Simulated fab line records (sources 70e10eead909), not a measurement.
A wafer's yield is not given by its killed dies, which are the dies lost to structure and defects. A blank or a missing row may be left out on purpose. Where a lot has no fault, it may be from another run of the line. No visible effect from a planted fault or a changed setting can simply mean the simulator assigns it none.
Matching of chambers	flow nandHarc	NHARC_P_M2_ETCH_35 on rieDiel-09 has 4 sister chambers
The step etches the open film in N2/H2, target depth 40 nm, overetch 12 nm, time 43.94 s. 8 wafers are shown with their chamber, then 12 later ones without.

EACH WAFER AND ITS CHAMBER
wafer	chamber	showerheadPlenumPTorr (Torr)	drypumpMotorCurrentA (A)
L087.2	2	2.07	5.6
L087.5	3	1.92	5.0
L088.2	1	1.92	5.3
L088.4	0	1.97	5.6
L088.5	0	1.97	5.6
L089.1	2	2.06	5.6
L089.3	3	1.92	5.1
L089.4	1	1.92	5.3

WAFERS WITH NO CHAMBER GIVEN
wafer	showerheadPlenumPTorr (Torr)	drypumpMotorCurrentA (A)
L090.1	1.92	5.3
L090.3	1.92	5.1
L090.6	1.97	5.6
L091.2	1.97	5.6
L091.3	1.92	5.1
L091.4	1.92	5.1
L092.3	2.06	5.6
L092.4	1.97	5.6
L092.6	2.06	5.5
L094.2	1.92	5.3
L094.3	2.06	5.6
L094.4	1.97	5.6

WHICH CHAMBER EACH WENT THROUGH
wafer	from the rows above	in truth
L090.1	1	1
L090.3	3	3
L090.6	0	0
L091.2	0	0
L091.3	3	3
L091.4	3	3
L092.3	2	2
L092.4	0	0
L092.6	2	2
L094.2	1	1
L094.3	2	2
L094.4	0	0
12 of 12 placed correctly. Not placeable from these rows: 0. 0 placed wrongly.
How it was worked out, from the rows above alone: a wafer's distance from a chamber is the root of the sum, over the readings, of the square of ((its reading less the chamber's mean) divided by the reading's scatter). If the next closest chamber is less than 2 further off than the closest, the wafer can't be placed; otherwise it belongs to the closest. Each chamber's mean is taken over the wafers shown for it. The scatter: the root of (the sum of the squares of (reading less its chamber's mean) over the shown wafers, divided by (wafers less chambers)).
